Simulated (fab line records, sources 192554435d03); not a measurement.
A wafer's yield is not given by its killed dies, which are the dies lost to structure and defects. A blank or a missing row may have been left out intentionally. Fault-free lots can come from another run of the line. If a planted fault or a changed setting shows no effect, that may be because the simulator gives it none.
Code-filled problem report in 8D (eight disciplines) form ; flow n5Finfet ; the parts of the form that need people (team, actions taken, sign-off) are left out

## 1. PROBLEM STATEMENT
REXT_N at N5_BEOL_M4_RC_MEAS_101 reads a mean of 96.0 ohm.um on 2 wafers of 2 lots; wafers without a fault read 75.2 ohm.um with a standard deviation of 1.7. That is +12 standard deviations from the usual mean.
Earliest sighting: wafer L429.6 on prober-02 at day 11 12:19. The record has a number at this step for 25 wafers belonging to 9 lots. Rule for "out", or "out of limits": more than 4 standard deviations from the usual mean. Any other wafer with a number is counted as sound.

## 2. WHAT IT IS, WHAT IT ISN'T
question;is;is not
which readings at this step;REXT_N, ION_N, ION_P, REXT_P;SS_P
which lots;L429, L433;L416, L417, L425, L426, L428, L430, L432
which wafers of those lots;L429.6, L433.4;L429.3, L433.1
read on which gauges;prober-02;prober-01
when;from day 11 12:19;"up to then (16 sound wafers); but 7 sound wafers of L430, L432, L433 came after"

## 3. WHAT RULES OUT EACH SUSPECT
Counting: if a tool at a process step up to the reading ran every lot that is out, it stays a suspect. Sound lots after the first of them don't rule it out here, since some wafers of a struck lot are sound.
- ruled out: the gauge at N5_BEOL_M4_RC_MEAS_101. All the wafers that are out were read on prober-02, but those of them that N5_PASSIVATION_PROBE_49 has rows for are out there too, on other tools.
- aldSin-01 at N5_SPACER0_ALD_00 (deposits SiOCN, target thk 3.5 nm, pulse time 3 s, purge time 2 s): kept. Every lot that is out went through it, the first being L429 (day 6 10:29); the last sound lot it ran before that was L426 (day 5 13:21).
The count leaves aldSin-01 at N5_SPACER0_ALD_00.

## 4. THE CAUSE (what the simulator had put in)
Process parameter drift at N5_SPACER0_ALD_00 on aldSin-01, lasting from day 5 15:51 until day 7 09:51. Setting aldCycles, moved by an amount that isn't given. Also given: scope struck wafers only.
Only this tool survived the counting.

## 5. THE CHAIN OF EFFECTS, in route order
Each row: a reading where the mean over the struck wafers with a number is more than 3 standard deviations away from the usual. Readings are gone through only where the record gives a usual standard deviation; hours: the median, over the lots, of the time from a lot's start at the first step in this table giving one to that lot's start at this step; sigmas: the change measured in usual standard deviations.
hours;step;reading;usual;on struck wafers;change;sigmas
0;N5_BEOL_M4_RC_MEAS_101;DIBL_N;36.4 mV/V;29.9;-6.4;-3.8
0;N5_BEOL_M4_RC_MEAS_101;ION_N;680 uA/um;622;-58;-5.2
0;N5_BEOL_M4_RC_MEAS_101;ION_P;465 uA/um;427;-38;-5.6
0;N5_BEOL_M4_RC_MEAS_101;REXT_N;75.2 ohm.um;96.0;+20.8;+12
0;N5_BEOL_M4_RC_MEAS_101;REXT_P;99.9 ohm.um;125.6;+25.7;+9.9
0;N5_BEOL_M4_RC_MEAS_101;VT_N;249 mV;260;+11;+3.1
0;N5_BEOL_M4_RC_MEAS_101;VT_N_LVT;97 mV;110;+13;+3.9
0;N5_BEOL_M4_RC_MEAS_101;VT_P;-250 mV;-260;-10;-3.4
0;N5_BEOL_M4_RC_MEAS_101;VT_P_LVT;-98.5 mV;-109.8;-11.3;-4.0
110;N5_PASSIVATION_PROBE_49;sort_bin_8_speed;0.00 %;63.64;+63.64;+99 or more
110;N5_PASSIVATION_PROBE_49;sortNPass;1077;329;-748;-44
110;N5_PASSIVATION_PROBE_49;sortYieldPct;91.3 %;27.9;-63.4;-45
The process steps in it:
- N5_PASSIVATION_PROBE_49

## 6. WHAT WOULD HAVE CAUGHT IT SOONER
In this record the first reading out of limits at a measuring or inspecting step was taken at day 11 12:19, 140 hours after the fault began at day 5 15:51.
Tool readings at N5_SPACER0_ALD_00 with a usual standard deviation given in the record: none out on any struck wafer, hence no alarm at a limit of 4 standard deviations on them.
By day 11 12:19 the whole set of lots that are out, 2 in number, had already begun N5_SPACER0_ALD_00 on aldSin-01. Holding the tool at that point would not have protected any of them.
